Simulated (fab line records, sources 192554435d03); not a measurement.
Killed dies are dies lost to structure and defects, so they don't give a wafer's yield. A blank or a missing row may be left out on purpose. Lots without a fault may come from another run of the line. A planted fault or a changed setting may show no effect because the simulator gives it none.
fab line records | flow n5_finfet
record lots=7 wafers=39
route steps=1938 shown DUMMY_GATE@243 SD_EPI_P@314 HKMG_FIN@438
start_h: hours from the record's first day to the start of the lot's first wafer shown | wait_h: hours since the lot's step before | " the same as in the row above | L1.1+2: a row that stands for several wafers | - no value, or no start given | * or withheld: withheld | < > ~ a bound
route shown NAME@n: a module of which the file shows steps, and the number in the route of the first | usual: mean/standard deviation of fault-free wafers | same: alike in all rows | chamber/n: place in a boat | sites: the reading at each site | _std_site: their standard deviation | _edge_site: outer sites' mean less inner sites' | radius_mm: how far each site lies from the wafer's centre | mask NAME#n: copy n | behind: the tool/chamber that last shaped the wafer | hold: why the lot was held/for how many hours/how that ended | device: the transistor (n, p or np) that didn't switch | end of line: the same wafers' tests at the end of the route | a step without rows: its recipe alone | killed: dies lost to structure and defects at the first sort, not the wafer's yield | map: a wafer's dies, x killed, . not, _ none there
set.NAME: the setting as run; set.NAME@STEP: as run at that earlier step | model.NAME: the simulator's own value behind a step, which no gauge read
lots whose settings were changed on purpose; a table a step, a row a wafer
## steps
# step N5_DUMMY_GATE_ETCH_31
# recipe chemistry=C4F6/O2 target=SiO2 mask_material=SOC target_depth_a=825 time_s=27.5 ion_energy_ev=250 pressure_mtorr=30 source_w=345 bias_w=185 Ar_flow_sccm=300 C4F6_flow_sccm=10 O2_flow_sccm=10
# columns lot.wafer tool chamber start_h wait_h set.target_depth_a model.etch.depth_nm model.SOC_of_DUMMY_GATE_COAT_34.thk_nm
L080.1 rie_diel-06 3 82.45 0.2 825 81.78 51.6
L080.2 " 2 " " 825 82.1 51.8
L080.3 " 0 " " 825 84.14 51.4
L080.4 " 2 " " 825 81.97 51.8
L080.5 " 0 " " 825 83.82 51.6
L080.6 " 3 " " 825 81.5 51.6
L082.1 rie_diel-03 0 97.45 0.0 896.8 87.11 51.4
L082.2 " 2 " " 825 80.68 51.8
L082.3 " 3 " " 896.8 87.94 51.4
L082.4 " 1 " " 825 81.21 52
L082.5 " 3 " " 896.8 88 51.4
L082.6 " 2 " " 825 81.76 51.8
L084.1 rie_diel-01 0 110.34 0.3 825 83.56 51.6
L084.2 " 2 " " 825 82.52 51.8
L084.5 " 2 " " 825 82.65 51.8
L093.1 rie_diel-01 1 159.78 0.1 825 83.01 51.8
L093.2 " 0 " " 724.3 73.53 52.8
L093.3 " 3 " " 825 83.91 51.6
L093.4 " 2 " " 825 81.75 51.8
L093.5 " 1 " " 724.3 72.62 52.6
L093.6 " 0 " " 724.3 73.24 52.8
L094.1 rie_diel-01 1 167.86 0.0 732.4 73.38 52.8
L094.2 " 0 " " 825 83.33 51.6
L094.3 " 2 " " 825 81.49 52
L094.4 " 3 " " 732.4 74.54 52.8
L094.5 " 2 " " 825 81.33 52
L094.6 " 3 " " 732.4 74.63 52.8
L095.1 rie_diel-03 2 173.41 0.1 825 82.42 51.8
L095.2 " 0 " " 825 82.1 51.8
L095.3 " 1 " " 825 82.92 52
L095.4 " 3 " " 825 81.68 52
L095.5 " 0 " " 825 81.43 52
L095.6 " 3 " " 825 81.98 52
L096.1 rie_diel-03 3 177.60 0.0 825 80.69 52
L096.2 " 0 " " 795.6 77.79 52.2
L096.3 " 2 " " 825 80.79 52
L096.4 " 2 " " 825 81.23 52
L096.5 " 3 " " 795.6 78.19 52.4
L096.6 " 0 " " 795.6 78.07 52.2
# step N5_DUMMY_GATE_ETCH_32
# recipe chemistry=CF4 target=SiO2 target_depth_a=35 time_s=3.9 ion_energy_ev=350 pressure_mtorr=10 icp_w=800 bias_w=400 cf4_flow_sccm=80
# columns lot.wafer tool chamber start_h wait_h set.time_s model.etch.depth_nm
L080.1 rie_si-04 2 82.69 0.1 3.9 3.564
L080.2 " 0 " " 3.9 3.523
L080.3 " 1 " " 3.541 3.173
L080.4 " 1 " " 3.541 3.205
L080.5 " 0 " " 3.9 3.458
L080.6 " 2 " " 3.541 3.233
L082.1 rie_si-04 1 97.70 0.1 3.059 2.729
L082.2 " 2 " " 3.9 3.575
L082.3 " 0 " " 3.059 2.766
L082.4 " 3 " " 3.9 3.494
L082.5 " 3 " " 3.9 3.499
L082.6 " 2 " " 3.059 2.806
L084.1 rie_si-03 3 110.59 0.1 3.9 3.58
L084.2 " 1 " " 3.9 3.454
L084.5 " 0 " " 3.9 3.514
L093.1 rie_si-03 2 160.03 0.1 3.062 2.734
L093.2 " 1 " " 3.062 2.721
L093.3 " 0 " " 3.062 2.742
L093.4 " 1 " " 3.9 3.464
L093.5 " 0 " " 3.9 3.517
L093.6 " 2 " " 3.9 3.494
L094.1 rie_si-04 1 168.11 0.1 3.9 3.464
L094.2 " 3 " " 4.569 4.124
L094.3 " 2 " " 4.569 4.154
L094.4 " 0 " " 4.569 4.074
L094.5 " 1 " " 3.9 3.494
L094.6 " 0 " " 3.9 3.473
L095.1 rie_si-01 0 173.67 0.1 3.9 3.544
L095.2 " 1 " " 3.9 3.505
L095.3 " 3 " " 4.605 4.126
L095.4 " 2 " " 4.605 4.226
L095.5 " 1 " " 4.605 4.131
L095.6 " 2 " " 3.9 3.576
L096.1 rie_si-03 1 177.85 0.1 4.306 3.836
L096.2 " 2 " " 4.306 3.84
L096.3 " 0 " " 3.9 3.492
L096.4 " 1 " " 3.9 3.479
L096.5 " 0 " " 4.306 3.862
L096.6 " 2 " " 3.9 3.491
# step N5_SD_EPI_P_SD_RECESS_17
# recipe chemistry=HBr/Cl2/O2 target_depth_a=391 bt_time_s=3 pressure_mtorr=10 icp_w=800 bias_w=112 HBr_flow_sccm=150 Cl2_flow_sccm=80 O2_flow_sccm=12
# columns lot.wafer tool chamber start_h wait_h set.target_depth_a model.etch.depth_nm model.SD_EPI_P.feature_depth_nm
L080.1 rie_si-03 2 89.54 0.0 391 39.37 39.4
L080.2 " 1 " " 422.2 41.65 41.6
L080.3 " 3 " " 422.2 43.3 43.4
L080.4 " 0 " " 391 39.23 39.2
L080.5 " 0 " " 422.2 42.67 42.6
L080.6 " 1 " " 391 38.67 38.6
L082.1 rie_si-01 1 105.07 0.0 365.3 36.6 36.6
L082.2 " 0 " " 365.3 36.79 36.8
L082.3+6 " 2 " " 391 39.78 39.8
L082.4 " 3 " " 391 38.31 38.4
L082.5 " 1 " " 365.3 36.63 36.6
L084.1 rie_si-01 1 117.20 0.0 391 39.43 39.4
L084.2 " 0 " " 391 39.29 39.2
L084.5 " 1 " " 391 39.4 39.4
L093.1 rie_si-03 1 166.48 0.0 391 39.03 39
L093.2 " 0 " " 391 39.21 39.2
L093.3 " 2 " " 391 38.7 38.8
L093.4 " 1 " " 391 39.04 39
L093.5 " 0 " " 391 39.27 39.2
L093.6 " 2 " " 391 39.16 39.2
L094.1 rie_si-04 3 174.81 0.0 428.2 42.72 42.8
L094.2 " 1 " " 391 39 39
L094.3 " 2 " " 428.2 43.48 43.4
L094.4 " 0 " " 428.2 42.35 42.4
L094.5 " 0 " " 391 38.43 38.4
L094.6 " 3 " " 391 38.84 38.8
L095.1 rie_si-01 0 180.91 0.0 391 39.29 39.2
L095.2 " 2 " " 391 39.6 39.6
L095.3 " 3 " " 391 38.59 38.6
L095.4 " 1 " " 391 39.16 39.2
L095.5 " 2 " " 391 39.64 39.6
L095.6 " 1 " " 391 39.32 39.4
L096.1 rie_si-03 1 184.39 0.0 391 39.35 39.4
L096.2 " 0 " " 418 41.75 41.8
L096.3 " 2 " " 418 41.85 41.8
L096.4 " 2 " " 391 39.3 39.2
L096.5 " 1 " " 391 39.33 39.4
L096.6 " 0 " " 418 42.27 42.2
# step N5_HKMG_FIN_ETCH_35
# recipe chemistry=N2/H2 target=SOC target_depth_a=2158 ion_energy_ev=65 bias_w=5 source_w=3000 time_s=243.4 pressure_mtorr=30 n2_flow_sccm=200 h2_flow_sccm=200
# usual rf_vpp_V=141.8/1.2
# columns lot.wafer tool chamber start_h wait_h set.source_w rf_vpp_V model.etch.depth_nm model.SOC_of_HKMG_FIN_COAT_29.thk_nm model.HKMG_FIN.feature_depth_nm
L080.1 rie_diel-02 3 110.87 0.0 3000 142.0 211 88.6 211
L080.2 " 1 " " 3000 141.8 212.6 86.2 212.6
L080.3 " 2 " " 3000 141.7 216.1 83.6 216
L080.4 " 0 " " 3000 143.1 218.2 80.2 218.2
L080.5 " 0 " " 3000 142.9 220.3 77.8 220.2
L080.6 " 1 " " 3000 143.4 212.6 87 212.6
L082.1 rie_diel-04 1 125.76 0.0 2528 149.1 187.3 114.4 187.2
L082.2 " 3 " " 3000 141.0 221.6 80.2 221.6
L082.3 " 2 " " 3000 142.4 218.3 83.6 218.2
L082.4 " 0 " " 3000 142.4 222 79.8 222
L082.5 " 1 " " 2528 150.4 186.3 114.2 186.2
L082.6 " 0 " " 2528 152.1 191.1 109.8 191
L084.1 rie_diel-05 1 137.04 0.0 3000 138.9 212 90.2 212
L084.2 " 3 " " 3000 143.0 214.6 86.8 214.6
L084.5 " 3 " " 3000 141.8 215 87 215
L093.1 rie_diel-04 0 187.96 0.0 3000 143.4 217.6 82.8 217.6
L093.2 " 2 " " 3000 141.4 217.6 83 217.6
L093.3 " 1 " " 2516 149.7 186.5 114 186.4
L093.4 " 3 " " 2516 150.3 190.2 109.6 190.2
L093.5 " 3 " " 2516 150.4 188.9 111 189
L093.6 " 0 " " 3000 143.0 219.4 81.4 219.4
L094.1 rie_diel-04 1 195.89 0.0 3000 140.4 216 84.8 216
L094.2 " 3 " " 3000 141.6 221.1 79 221
L094.3 " 0 " " 2641 149.7 197.2 104 197.2
L094.4 " 2 " " 2641 147.2 195.3 105.6 195.2
L094.5 " 0 " " 3000 143.4 222 79.4 222
L094.6 " 1 " " 2641 145.7 193.4 108 193.4
L095.1 rie_diel-05 3 200.64 0.0 2444 152.8 182 118.6 182
L095.2 " 1 " " 3000 140.2 213.1 86.8 213
L095.3 " 2 " " 2444 153.6 183.6 117 183.6
L095.4 " 0 " " 3000 141.1 216.7 83.4 216.6
L095.5 " 1 " " 2444 149.1 178.6 121.6 178.6
L095.6 " 2 " " 3000 142.3 216.7 84.2 216.8
L096.1 rie_diel-04 1 204.95 0.0 3442 133.1 240.3 60.2 240.4
L096.2 " 2 " " 3000 142.2 217.3 82.8 217.4
L096.3 " 0 " " 3000 143.8 221 79.4 221
L096.4 " 3 " " 3442 135.4 246.6 53.2 246.6
L096.5 " 2 " " 3000 140.8 216.7 82.6 216.6
L096.6 " 3 " " 3442 134.5 248.2 51.8 248.2
## key
split step=N5_DUMMY_GATE_ETCH_31 setting=target_depth_a stated=825 by=wafer
response step=N5_DUMMY_GATE_ETCH_31 reading=model.etch.depth_nm change=+0.754 per=1% r=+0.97
response step=N5_DUMMY_GATE_ETCH_31 reading=model.SOC_of_DUMMY_GATE_COAT_34.thk_nm change=-0.0762 per=1% r=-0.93
split step=N5_DUMMY_GATE_ETCH_32 setting=time_s stated=3.9 by=wafer
response step=N5_DUMMY_GATE_ETCH_32 reading=model.etch.depth_nm change=+0.0353 per=1% r=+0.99
split step=N5_SD_EPI_P_SD_RECESS_17 setting=target_depth_a stated=391 by=wafer
response step=N5_SD_EPI_P_SD_RECESS_17 reading=model.etch.depth_nm change=+0.416 per=1% r=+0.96
response step=N5_SD_EPI_P_SD_RECESS_17 reading=model.SD_EPI_P.feature_depth_nm change=+0.418 per=1% r=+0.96
split step=N5_HKMG_FIN_ETCH_35 setting=source_w stated=3000 by=wafer
response step=N5_HKMG_FIN_ETCH_35 reading=rf_vpp_V change=-0.526 per=1% r=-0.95
response step=N5_HKMG_FIN_ETCH_35 reading=model.etch.depth_nm change=+1.9 per=1% r=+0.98
response step=N5_HKMG_FIN_ETCH_35 reading=model.SOC_of_HKMG_FIN_COAT_29.thk_nm change=-1.89 per=1% r=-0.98
response step=N5_HKMG_FIN_ETCH_35 reading=model.HKMG_FIN.feature_depth_nm change=+1.9 per=1% r=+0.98
